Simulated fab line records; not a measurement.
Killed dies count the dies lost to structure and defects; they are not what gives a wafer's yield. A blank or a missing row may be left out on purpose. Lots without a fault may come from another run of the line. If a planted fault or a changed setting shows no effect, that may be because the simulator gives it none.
Chamber matching + flow n5Finfet + 3 sister chambers for N5_BEOL_M5_DEP_56 on pecvd-03
The step deposits SiCN from 3MS/NH3, target thk 8 nm, time 14 s. 6 wafers are shown with their chamber, then 12 later ones without.

== EACH WAFER AND ITS CHAMBER ==
| wafer  | chamber | showerheadPlenumPTorr (Torr) | throttleValvePct (%) |
|--------|---------|------------------------------|----------------------|
| L089.2 | 2       | 3.664                        | 8.54                 |
| L089.4 | 0       | 3.682                        | 9.22                 |
| L089.5 | 1       | 3.681                        | 9.13                 |
| L090.2 | 0       | 3.678                        | 9.14                 |
| L090.4 | 2       | 3.647                        | 8.82                 |
| L090.5 | 1       | 3.682                        | 8.80                 |

== WAFERS WITH NO CHAMBER GIVEN ==
| wafer  | showerheadPlenumPTorr (Torr) | throttleValvePct (%) |
|--------|------------------------------|----------------------|
| L091.1 | 3.660                        | 8.41                 |
| L091.3 | 3.687                        | 8.80                 |
| L091.4 | 3.687                        | 8.60                 |
| L093.3 | 3.679                        | 9.20                 |
| L093.5 | 3.683                        | 8.91                 |
| L093.6 | 3.660                        | 8.61                 |
| L097.1 | 3.683                        | 8.96                 |
| L097.2 | 3.652                        | 8.61                 |
| L097.6 | 3.658                        | 8.62                 |
| L094.1 | 3.674                        | 8.60                 |
| L094.2 | 3.653                        | 8.65                 |
| L094.6 | 3.673                        | 8.94                 |

== THE CHAMBER EACH PASSED THROUGH ==
| wafer  | from the rows above          | in truth |
|--------|------------------------------|----------|
| L091.1 | 2                            | 2        |
| L091.3 | can't be placed: 1 or 0      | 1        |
| L091.4 | can't be placed: 1 or 0      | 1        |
| L093.3 | can't be placed: 0 or 1      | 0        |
| L093.5 | can't be placed: 1 or 0      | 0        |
| L093.6 | 2                            | 2        |
| L097.1 | can't be placed: 1 or 0      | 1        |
| L097.2 | 2                            | 2        |
| L097.6 | 2                            | 2        |
| L094.1 | can't be placed: 1 or 2 or 0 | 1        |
| L094.2 | 2                            | 2        |
| L094.6 | can't be placed: 1 or 0 or 2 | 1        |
Correct placement for 5 of the 12. Can't be placed from these rows: 7 (the true chamber is among the candidates in 7). 0 placed wrongly.
How it was worked out, from the rows above alone: a wafer's distance from a chamber is the root of the sum, over the readings, of the square of ((its reading less the chamber's mean) divided by the reading's scatter). If the next closest chamber is less than 2 further off than the closest, the wafer can't be placed; otherwise it belongs to the closest. The mean given for a chamber averages the wafers shown for that chamber. How the scatter is found: for the shown wafers, subtract from each reading the mean of its chamber, square and add these, divide the total by (wafers less chambers), then take the root.
